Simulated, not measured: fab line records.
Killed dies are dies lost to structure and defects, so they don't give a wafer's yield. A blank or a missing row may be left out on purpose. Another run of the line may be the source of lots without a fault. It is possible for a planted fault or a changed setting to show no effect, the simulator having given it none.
fab line records    flow n5_finfet
record lots=10  wafers=30  last_day=20
route steps=1938 shown ZERO_LAYER@15 WELL_APT@29 BEOL_M4@1111 PASSIVATION@1936
lots that met no fault: from a run of the same line without faults
start_h: start of the lot's first displayed wafer, in hours after the record's first day    wait_h: how many hours have passed since the lot's step before this one    " repeats the value in the row above    L1.1+2: one row covering several wafers at once    - no value, or no start given    * or withheld: withheld    < > ~ a bound
route shown NAME@n: names a module that has steps shown in the file, with the first one's number in the route    usual: mean/standard deviation taken from wafers without a fault    same: alike in all rows    chamber/n: place in a boat    sites: each site's reading    _std_site: the values' standard deviation    _edge_site: the outer-site mean with the inner-site mean subtracted    radius_mm: for every site, how far away it sits from the centre of the wafer    mask NAME#n: copy n    behind: the last tool/chamber to shape the wafer    hold: what put the lot on hold/how long, in hours/how the hold closed    device: transistor that didn't switch, given as n, p or np    end of line: tests run on the same wafers once the route is complete    a step without rows: its recipe alone    killed: at the first sort, the dies lost to defects and structure; wafer yield is something else    map: shows each die of a wafer: x if killed, . if not, _ if none is there
set.NAME: the run value of the setting; set.NAME@STEP: its run value at that earlier step    model.NAME: the simulator's own value behind a step, which no gauge read
route steps across a sampled set of lots; one table per step, one row per wafer
services: a tool's chamber out of use, with start hour (start_h, from the record's first day; less than 0 if before it), hours out, and reason
## steps
# step N5_ZERO_LAYER_ETCH_17
# recipe chemistry=CF4  target=SiO2  target_depth_a=120  time_s=13.3  ion_energy_ev=350  pressure_mtorr=40  source_w=450  bias_w=215  Ar_flow_sccm=100  cf4_flow_sccm=100
# usual chamber_pressure_mTorr=40.00/0.036  drypump_motor_current_A=5.6/0.47  oes_product_au=0.77/0.094  rf_vpp_V=949/4.6  showerhead_plenum_p_Torr=2.15/0.073  throttle_valve_pct=15.65/0.27
lot.wafer  tool         chamber  start_h  wait_h  chamber_pressure_mTorr  drypump_motor_current_A  oes_product_au  rf_hours_counter_h  rf_vpp_V  showerhead_plenum_p_Torr  throttle_valve_pct
L506.2     rie_diel-02  2        24.86    0.0     40.01                   5.4                      0.69            217                 952       2.20                      15.79
L506.3     "            1        "        "       39.99                   4.9                      0.69            233                 948       2.12                      15.83
L506.5     "            2        "        "       40.03                   5.4                      0.69            -                   954       2.20                      15.77
L507.1     rie_diel-04  2        30.85    0.0     40.04                   5.9                      0.73            175                 953       2.22                      15.54
L507.4     "            1        "        "       39.98                   5.5                      0.81            98                  949       2.16                      15.49
L507.5     "            2        "        "       40.04                   6.0                      0.73            -                   954       2.22                      15.53
L509.1     rie_diel-02  1        42.71    0.0     40.00                   4.9                      0.70            238                 947       2.11                      15.85
L509.4     "            3        "        "       40.01                   6.1                      0.91            34                  951       2.17                      15.15
L509.5     "            1        "        "       40.00                   4.9                      0.69            -                   946       2.11                      15.84
L510.1     rie_diel-02  2        48.71    0.0     40.03                   5.4                      0.69            224                 952       2.20                      15.82
L510.5     "            2        "        "       39.97                   5.3                      0.69            -                   951       2.20                      15.80
L510.6     "            1        "        "       39.99                   4.9                      0.69            -                   946       2.11                      15.85
L513.4     rie_diel-01  3        66.86    0.0     40.03                   5.4                      0.75            151                 955       2.22                      15.79
L513.5     "            2        "        "       40.02                   6.0                      0.69            -                   944       2.03                      15.58
L513.6     "            1        "        "       40.04                   5.8                      0.67            -                   940       2.03                      16.07
L519.1     rie_diel-01  2        102.96   0.0     40.00                   6.0                      0.69            229                 942       2.03                      15.61
L519.3     "            0        "        "       39.99                   6.1                      0.76            147                 954       2.23                      15.67
L519.4     "            1        "        "       39.99                   5.8                      0.66            249                 943       2.02                      16.10
L520.2     rie_diel-01  3        108.84   0.0     39.94                   5.4                      0.74            162                 952       2.22                      15.82
L520.4     "            2        "        "       40.03                   6.1                      0.69            -                   942       2.03                      15.60
L520.6     "            3        "        "       40.02                   5.4                      0.74            -                   955       2.22                      15.82
L521.2     rie_diel-04  3        114.85   0.0     40.00                   6.4                      0.80            99                  940       1.99                      15.45
L521.4     "            1        "        "       40.04                   5.5                      0.78            116                 950       2.16                      15.51
L521.5     "            0        "        "       40.00                   5.1                      0.87            -                   946       2.10                      15.66
L525.3     rie_diel-01  1        138.81   0.0     40.00                   5.8                      0.98            2                   956       2.28                      15.61
L525.4     "            0        "        "       39.99                   6.1                      0.74            158                 955       2.22                      15.68
L525.6     "            1        "        "       40.00                   5.8                      0.99            -                   957       2.28                      15.61
L527.1     rie_diel-02  1        151.25   0.0     40.02                   4.9                      0.93            9                   946       2.11                      15.38
L527.2     "            3        "        "       40.03                   6.2                      0.86            71                  950       2.16                      15.24
L527.6     "            1        "        "       40.03                   4.9                      0.93            -                   946       2.11                      15.36
# step N5_WELL_APT_OVL_MEAS_09
# recipe points_per_wafer=44
# usual NWELL_OVL=5/7.1
lot.wafer  tool        chamber  start_h  wait_h  NWELL_OVL[nm]
L506.2     overlay-02  0        25.85    0.0     2
L506.3     "           0        "        "       11
L506.5     "           0        "        "       12
L507.1     overlay-01  0        31.72    0.0     -3
L507.4     "           0        "        "       -7
L507.5     "           0        "        "       -4
L509.1     overlay-02  0        43.71    0.0     10
L509.4     "           0        "        "       11
L509.5     "           0        "        "       7
L510.1     overlay-01  0        49.59    0.0     14
L510.5     "           0        "        "       8
L510.6     "           0        "        "       16
L513.4     overlay-01  0        67.89    0.0     1
L513.5     "           0        "        "       10
L513.6     "           0        "        "       -9
L519.1     overlay-01  0        103.99   0.0     -4
L519.3     "           0        "        "       1
L519.4     "           0        "        "       -3
L520.2     overlay-02  0        109.71   0.0     -2
L520.4     "           0        "        "       -3
L520.6     "           0        "        "       -2
L521.2     overlay-02  0        115.72   0.0     2
L521.4     "           0        "        "       4
L521.5     "           0        "        "       4
L525.3     overlay-01  0        139.81   0.0     -2
L525.4     "           0        "        "       9
L525.6     "           0        "        "       4
L527.1     overlay-01  0        152.15   0.0     16
L527.2     "           0        "        "       8
L527.6     "           0        "        "       11
# step N5_WELL_APT_IMPLANT_14
# recipe species=P  energy_kev=160  dose_cm2=1.5e+13  tilt_deg=0  rotation_deg=0
# usual beam_energy_keV=160.00/0.048
lot.wafer  tool          chamber  start_h  wait_h  beam_energy_keV
L506.2     implanter-01  0        26.42    0.1     159.98
L506.3     "             0        "        "       160.01
L506.5     "             0        "        "       159.98
L507.1     implanter-01  0        31.88    0.1     159.98
L507.4     "             0        "        "       160.01
L507.5     "             0        "        "       160.01
L509.1     implanter-01  0        44.22    0.1     159.96
L509.4     "             0        "        "       159.95
L509.5     "             0        "        "       160.01
L510.1     implanter-02  0        49.75    0.1     160.04
L510.5     "             0        "        "       159.97
L510.6     "             0        "        "       160.00
L513.4     implanter-02  0        68.20    0.2     159.99
L513.5     "             0        "        "       160.01
L513.6     "             0        "        "       160.02
L519.1     implanter-01  0        104.41   0.1     113.65
L519.3     "             0        "        "       113.66
L519.4     "             0        "        "       113.65
L520.2     implanter-01  0        109.90   0.1     113.62
L520.4     "             0        "        "       113.66
L520.6     "             0        "        "       113.70
L521.2     implanter-02  0        115.94   0.1     159.96
L521.4     "             0        "        "       159.91
L521.5     "             0        "        "       159.99
L525.3     implanter-02  0        140.04   0.1     159.98
L525.4     "             0        "        "       160.06
L525.6     "             0        "        "       160.03
L527.1     implanter-02  0        152.37   0.1     160.02
L527.2     "             0        "        "       160.08
L527.6     "             0        "        "       160.03
# step N5_WELL_APT_CD_MEAS_25
# recipe target_cd_nm=200  landing_energy_ev=500  detector=se_inlens
# usual cd_nm=199.7/1.5
lot.wafer  tool       chamber  start_h  wait_h  cd_nm
L506.2     cd_sem-01  0        27.37    -       197.9
L506.3     "          0        "        "       197.4
L506.5     "          0        "        "       197.2
L507.1     cd_sem-01  0        33.08    -       199.6
L507.4     "          0        "        "       198.5
L507.5     "          0        "        "       199.8
L509.1     cd_sem-03  0        45.28    -       199.7
L509.4     "          0        "        "       199.1
L509.5     "          0        "        "       201.1
L510.1     cd_sem-01  0        50.68    -       195.7
L510.5     "          0        "        "       197.8
L510.6     "          0        "        "       198.9
L513.4     cd_sem-02  0        69.05    -       199.4
L513.5     "          0        "        "       201.0
L513.6     "          0        "        "       202.0
L519.1     cd_sem-03  0        105.49   -       199.9
L519.3     "          0        "        "       199.2
L519.4     "          0        "        "       199.1
L520.2     cd_sem-01  0        110.93   -       201.9
L520.4     "          0        "        "       201.6
L520.6     "          0        "        "       201.3
L521.2     cd_sem-02  0        116.84   -       202.9
L521.4     "          0        "        "       200.2
L521.5     "          0        "        "       200.4
L525.3     cd_sem-03  0        141.07   -       200.3
L525.4     "          0        "        "       199.6
L525.6     "          0        "        "       200.5
L527.1     cd_sem-02  0        153.30   -       198.5
L527.2     "          0        "        "       200.2
L527.6     "          0        "        "       197.1
# step N5_BEOL_M4_RC_MEAS_101
# usual DIBL_N=35.9/1.2  DIBL_P=35.9/1.4  IOFF_N=0.149/0.02  IOFF_P=0.205/0.022  ION_N=671/8.8  ION_P=461/5.9  RS_NWELL=1037/7.8  SS_N=71.4/0.51  SS_P=73.2/0.56  VT_N=250.6/2.5  VT_P=-250.1/2.3
lot.wafer  tool       chamber  start_h  wait_h  DIBL_N[mV/V]  DIBL_P[mV/V]  IOFF_N[nA/um]  IOFF_P[nA/um]  ION_N[uA/um]  ION_P[uA/um]  RS_NWELL[ohm/sq]  SS_N[mV/dec]  SS_P[mV/dec]  VT_N[mV]  VT_P[mV]
L506.2     prober-01  0        214.70   0.2     35.4          34.4          0.140          0.211          667           460           1043              71.2          73.0          250.7     -247.5
L506.3     "          0        "        "       33.3          32.3          0.110          0.177          657           453           1050              70.9          72.9          254.6     -249.7
L506.5     "          0        "        "       34.8          34.4          0.138          0.211          667           460           1046              70.9          72.8          249.5     -247.5
L507.1     prober-02  0        241.54   0.0     37.0          37.7          0.184          0.238          672           458           1029              71.2          73.6          248.2     -247.7
L507.4     "          0        "        "       35.5          36.1          0.155          0.216          674           463           1031              70.7          73.3          249.1     -250.2
L507.5     "          0        "        "       38.0          38.8          0.207          0.269          686           467           1024              72.1          73.7          248.1     -247.6
L509.1     prober-02  0        246.28   0.0     37.3          36.6          0.157          0.214          664           461           1037              72.2          73.2          249.4     -245.2
L509.4     "          0        "        "       37.2          37.1          0.161          0.222          674           467           1033              71.4          73.3          248.5     -248.9
L509.5     "          0        "        "       36.7          36.6          0.153          0.214          676           463           1041              71.5          73.2          248.4     -249.7
L510.1     prober-01  0        246.53   0.0     35.2          35.3          0.126          0.174          666           451           1044              71.1          72.8          252.4     -251.1
L510.5     "          0        "        "       36.3          36.9          0.146          0.195          674           460           1043              72.0          73.3          251.7     -251.5
L510.6     "          0        "        "       35.7          36.8          0.137          0.201          667           464           1055              71.2          73.7          254.8     -249.2
L513.4     prober-01  0        261.62   0.5     35.7          36.0          0.151          0.183          675           460           1034              71.8          74.0          249.8     -251.0
L513.5     "          0        "        "       36.9          36.2          0.166          0.192          676           461           1029              71.2          72.9          249.4     -253.4
L513.6     "          0        "        "       35.2          35.9          0.150          0.193          674           462           1037              71.6          73.8          251.1     -250.8
L519.1     prober-01  0        287.94   0.0     37.0          36.8          0.170          0.199          677           458           1295              72.5          72.5          248.1     -249.3
L519.3     "          0        "        "       36.0          36.0          0.155          0.202          671           464           1295              71.8          73.2          248.7     -251.8
L519.4     "          0        "        "       34.1          34.7          0.130          0.176          678           464           1291              70.8          72.4          250.4     -251.6
L521.2     prober-01  0        297.68   0.2     36.2          37.5          0.150          0.202          672           464           1025              71.1          73.4          249.7     -249.9
L521.4     "          0        "        "       36.0          37.1          0.156          0.198          672           458           1037              70.9          73.2          249.8     -249.9
L521.5     "          0        "        "       36.6          38.0          0.162          0.208          674           465           1033              71.8          73.9          247.4     -251.6
L520.2     prober-02  0        332.79   0.2     35.2          35.7          0.155          0.208          679           461           1274              71.3          73.5          250.0     -251.0
L520.4     "          0        "        "       34.3          33.9          0.130          0.185          673           470           1294              70.8          72.9          253.4     -250.6
L520.6     "          0        "        "       36.0          35.9          0.161          0.214          684           473           1290              71.6          74.0          248.7     -246.9
L525.3     prober-02  0        340.11   0.3     35.6          35.4          0.138          0.189          679           462           1036              71.5          73.1          250.3     -253.0
L525.4     "          0        "        "       36.9          37.1          0.156          0.223          673           460           1034              71.5          73.9          247.9     -248.4
L525.6     "          0        "        "       36.2          35.8          0.145          0.202          665           456           1039              71.6          72.9          247.4     -251.8
L527.1     prober-02  0        360.66   0.0     37.5          35.7          0.171          0.244          680           473           1052              71.2          74.4          247.1     -247.2
L527.2     "          0        "        "       36.5          34.1          0.145          0.216          664           461           1052              71.5          74.0          249.7     -248.4
L527.6     "          0        "        "       36.1          34.7          0.144          0.222          673           470           1054              71.0          73.2          249.8     -246.4
# step N5_PASSIVATION_PROBE_49
# usual defect_limited_yield=91.1/1.4  killed_at_M0_to_M3=34/10  killed_at_M4_up=14/5.5  killed_at_contacts=12/5.1  killed_at_front_end=41/12  killed_at_other=4/3.1  killed_dies=105/17  killed_open=70/13  killed_short=33/7.6  sort_bin_5_function=5.3/0.98  sort_bin_6_memory=3.3/0.67  sort_n_pass=1075/17  sort_yield_pct=91.1/1.4
# same gross_dies=1180  killed_at_back_side=0  sort_bin_4_leakage[%]=0  sort_bin_8_speed[%]=0
lot.wafer  tool       chamber  start_h  wait_h  defect_limited_yield[%]  killed_at_M0_to_M3  killed_at_M4_up  killed_at_contacts  killed_at_front_end  killed_at_other  killed_dies  killed_open  killed_short  sort_bin_5_function[%]  sort_bin_6_memory[%]  sort_n_pass  sort_yield_pct[%]
L509.1     prober-02  -        350.86   0.0     92.4                     31                  14               7                   30                   8                90           66           22            3.5                     3.7                   1090         92.4
L509.4     prober-02  -        351.01   0.2     90.6                     31                  22               13                  36                   9                111          76           35            5.4                     3.9                   1069         90.6
L509.5     prober-02  -        351.06   0.2     90.8                     50                  15               7                   34                   2                108          61           46            6.0                     2.9                   1072         90.8
L513.4     prober-01  -        363.30   0.2     92.1                     34                  12               3                   44                   0                93           59           34            4.2                     3.1                   1087         92.1
L513.5     prober-01  -        363.35   0.2     91.8                     33                  5                14                  43                   2                97           67           30            4.8                     2.9                   1083         91.8
L513.6     prober-01  -        363.40   0.3     90.7                     15                  9                10                  75                   1                110          72           38            5.6                     3.5                   1070         90.7
L519.1     prober-02  -        392.69   0.0     91.0                     45                  6                10                  44                   1                106          74           30            5.4                     3.2                   1074         91.0
L521.2     prober-01  -        408.98   0.1     90.5                     42                  24               18                  26                   2                112          68           41            5.9                     3.1                   1068         90.5
L521.4     prober-01  -        409.08   0.2     91.0                     38                  13               8                   46                   1                106          69           34            5.5                     3.1                   1074         91.0
L521.5     prober-01  -        409.13   0.2     89.7                     52                  12               18                  36                   3                121          76           45            5.6                     4.2                   1059         89.7
L525.3     prober-01  -        451.66   0.1     92.0                     32                  11               9                   41                   1                94           66           26            4.8                     2.9                   1086         92.0
L525.4     prober-01  -        451.71   0.2     91.9                     26                  16               11                  37                   5                95           61           34            4.7                     3.1                   1085         91.9
L525.6     prober-01  -        451.81   0.3     89.3                     54                  10               9                   52                   1                126          90           32            6.2                     4.4                   1054         89.3
L520.2     prober-02  -        452.18   0.1     91.8                     26                  9                27                  32                   3                97           71           25            5.2                     2.8                   1083         91.8
L520.4     prober-02  -        452.28   0.2     92.3                     31                  11               9                   25                   15               91           59           31            4.1                     3.4                   1089         92.3
L520.6     prober-02  -        452.38   0.3     92.3                     16                  19               12                  35                   9                91           63           26            4.5                     3.0                   1089         92.3
# killed by level:class
L509.1 BEOL_M4:geometric_particle:open=9 BEOL_M0_SAQP:geometric_particle:open=8 MOL_CONTACT_COAG:geometric_particle:open=7 STI_FIN_REVEAL:geometric_particle:open=6 BEOL_M2:geometric_particle:open=6 BEOL_M3:geometric_particle:open=6 FIN_SAQP:geometric_particle:open=5 BEOL_M0_SAQP:geometric_particle:short=5
L509.4 BEOL_M4:geometric_particle:open=16 STI_FIN_REVEAL:geometric_particle:open=10 BEOL_M0_SAQP:geometric_particle:short=9 MOL_CONTACT_COAG:geometric_particle:open=8 BEOL_M3:geometric_particle:open=7 FIN_SAQP:geometric_particle:open=6 MOL_CONTACT_COAG:geometric_particle:short=5 BEOL_M0_SAQP:geometric_particle:open=5
L509.5 BEOL_M0_SAQP:geometric_particle:short=18 BEOL_M0_SAQP:geometric_particle:open=8 BEOL_M2:geometric_particle:open=7 MOL_CONTACT_COAG:geometric_particle:open=7 BEOL_M4:geometric_particle:open=7 FIN_SAQP:geometric_particle:short=6 BEOL_M1:geometric_particle:open=5 STARTING-WAFER:geometric_particle:short=5
L513.4 FIN_SAQP:geometric_particle:open=12 BEOL_M0_SAQP:geometric_particle:short=10 FIN_SAQP:geometric_particle:short=7 BEOL_M0_SAQP:geometric_particle:open=7 BEOL_M4:geometric_particle:open=5 STI_FIN_REVEAL:geometric_particle:open=4 BEOL_M1:geometric_particle:open=4 BEOL_M3:geometric_particle:open=4
L513.5 MOL_CONTACT_COAG:geometric_particle:open=12 BEOL_M1:geometric_particle:open=11 STI_FIN_REVEAL:geometric_particle:open=9 FIN_SAQP:geometric_particle:open=7 BEOL_M0_SAQP:geometric_particle:short=6 FIN_SAQP:geometric_particle:short=5 BEOL_M3:geometric_particle:open=5 ILD0:geometric_particle:open=4
L513.6 FIN_SAQP:geometric_particle:open=29 FIN_SAQP:geometric_particle:short=18 MOL_CONTACT_COAG:geometric_particle:open=7 ILD0:geometric_particle:short=5 DUMMY_GATE:geometric_particle:open=5 GATE_CUT:geometric_particle:short=4 BEOL_M5:geometric_particle:open=4 ILD0:geometric_particle:open=3
L519.1 STI_FIN_REVEAL:geometric_particle:open=13 BEOL_M0_SAQP:geometric_particle:open=11 MOL_CONTACT_COAG:geometric_particle:open=9 BEOL_M2:geometric_particle:open=9 BEOL_M0_SAQP:geometric_particle:short=8 DUMMY_GATE:geometric_particle:open=6 FIN_SAQP:geometric_particle:open=5 BEOL_M3:geometric_particle:open=5
L521.2 BEOL_M0_SAQP:geometric_particle:short=18 BEOL_M0_SAQP:geometric_particle:open=17 MOL_CONTACT_COAG:geometric_particle:open=13 BEOL_M4:geometric_particle:open=12 STI_FIN_REVEAL:geometric_particle:open=7 FIN_SAQP:geometric_particle:short=5 MOL_CONTACT_COAG:geometric_particle:short=5 FIN_SAQP:geometric_particle:open=3
L521.4 STI_FIN_REVEAL:geometric_particle:open=15 BEOL_M0_SAQP:geometric_particle:open=15 BEOL_M0_SAQP:geometric_particle:short=10 FIN_SAQP:geometric_particle:short=8 MOL_CONTACT_COAG:geometric_particle:open=6 BEOL_M2:geometric_particle:open=6 FIN_CUT:geometric_particle:short=4 STARTING-WAFER:geometric_particle:open=4
L521.5 MOL_CONTACT_COAG:geometric_particle:open=14 BEOL_M0_SAQP:geometric_particle:short=13 BEOL_M0_SAQP:geometric_particle:open=12 STI_FIN_REVEAL:geometric_particle:open=8 BEOL_M2:geometric_particle:open=8 FIN_SAQP:geometric_particle:open=7 BEOL_M1:geometric_particle:open=6 BEOL_M4:geometric_particle:open=5
L525.3 FIN_SAQP:geometric_particle:open=11 STI_FIN_REVEAL:geometric_particle:open=11 BEOL_M3:geometric_particle:open=8 BEOL_M3:geometric_particle:short=8 MOL_CONTACT_COAG:geometric_particle:open=7 BEOL_M2:geometric_particle:open=6 GATE_CUT:geometric_particle:open=5 GATE_CUT:geometric_particle:short=4
L525.4 MOL_CONTACT_COAG:geometric_particle:open=9 BEOL_M1:geometric_particle:open=7 FIN_SAQP:geometric_particle:short=6 STI_FIN_REVEAL:geometric_particle:open=6 BEOL_M3:geometric_particle:open=6 BEOL_M5:geometric_particle:open=6 GATE_CUT:geometric_particle:open=4 BEOL_M0_SAQP:geometric_particle:short=4
L525.6 STI_FIN_REVEAL:geometric_particle:open=17 BEOL_M3:geometric_particle:open=13 FIN_SAQP:geometric_particle:open=12 BEOL_M1:geometric_particle:open=11 MOL_CONTACT_COAG:geometric_particle:open=8 BEOL_M0:geometric_particle:open=7 FIN_SAQP:geometric_particle:short=6 BEOL_M0_SAQP:geometric_particle:open=6
L520.2 MOL_CONTACT_COAG:geometric_particle:open=25 BEOL_M2:geometric_particle:open=10 FIN_SAQP:geometric_particle:open=7 BEOL_M3:geometric_particle:open=7 FIN_SAQP:geometric_particle:short=5 STARTING-WAFER:geometric_particle:open=5 GATE_CUT:geometric_particle:short=4 BEOL_M0_SAQP:geometric_particle:short=4
L520.4 BEOL_M2:geometric_particle:open=15 FIN_SAQP:geometric_particle:open=8 MOL_CONTACT_COAG:geometric_particle:open=8 BEOL_M4:geometric_particle:open=8 FIN_SAQP:geometric_particle:short=7 BEOL_M2:geometric_particle:short=6 BEOL_M0_SAQP:geometric_particle:short=4 BEOL_M3:geometric_particle:open=3
L520.6 MOL_CONTACT_COAG:geometric_particle:open=9 FIN_SAQP:geometric_particle:open=8 STI_FIN_REVEAL:geometric_particle:open=7 GATE_CUT:geometric_particle:short=5 BEOL_M0_SAQP:geometric_particle:open=5 BEOL_M3:geometric_particle:open=5 BEOL_M4:geometric_particle:open=4 FIN_SAQP:geometric_particle:short=3
## services
tool          chamber  start_h  hours  kind
rie_diel-04   2        4.74     1.9    repair
rie_diel-04   1        41.38    19.2   repair
rie_diel-04   -        65.40    0.4    repair
rie_diel-04   -        67.56    0.6    repair
rie_diel-01   -        69.78    2.8    pm
rie_diel-02   1        84.66    13.2   repair
rie_diel-02   1        98.92    -      clean
rie_diel-02   1        98.92    -      consumable_replace:focus_ring
rie_diel-02   1        98.92    20.8   scheduled_down
rie_diel-02   1        98.92    20.8   vent_cycle
rie_diel-01   1        107.39   -      clean
rie_diel-01   1        107.39   -      consumable_replace:focus_ring
rie_diel-01   1        107.39   -      consumable_replace:showerhead
rie_diel-01   1        107.39   22.1   scheduled_down
rie_diel-01   1        107.39   22.1   vent_cycle
rie_diel-02   0        119.80   -      clean
rie_diel-02   0        119.80   -      consumable_replace:focus_ring
rie_diel-02   0        119.80   19.5   scheduled_down
rie_diel-02   0        119.80   19.5   vent_cycle
implanter-02  -        129.59   4.3    repair
implanter-01  -        130.68   1.4    repair
rie_diel-02   2        145.12   -      clean
rie_diel-02   2        145.12   -      consumable_replace:focus_ring
rie_diel-02   2        145.12   17.3   scheduled_down
## key
first_sign step=N5_WELL_APT_IMPLANT_14  reading=beam_energy_keV  direction=down  sigmas=99+  usual=160.00  struck=113.66
effect step=N5_BEOL_M4_RC_MEAS_101  reading=RS_NWELL  direction=up  sigmas=32  usual=1037  struck=1290
met_at N5_WELL_APT_IMPLANT_14
struck_lots L519,L520
not_acting_at N5_ZERO_LAYER_ETCH_17,N5_WELL_APT_OVL_MEAS_09,N5_WELL_APT_CD_MEAS_25
onset_between 44.22 104.41
fault kind=process_parameter_drift  tool=implanter-01  chamber=-  onset_h=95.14  steps=N5_WELL_APT_IMPLANT_14  channel=energy_kev  offset=-46.395  shape=step  end_h=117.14  acts_in=these_recipes_only  stated=160
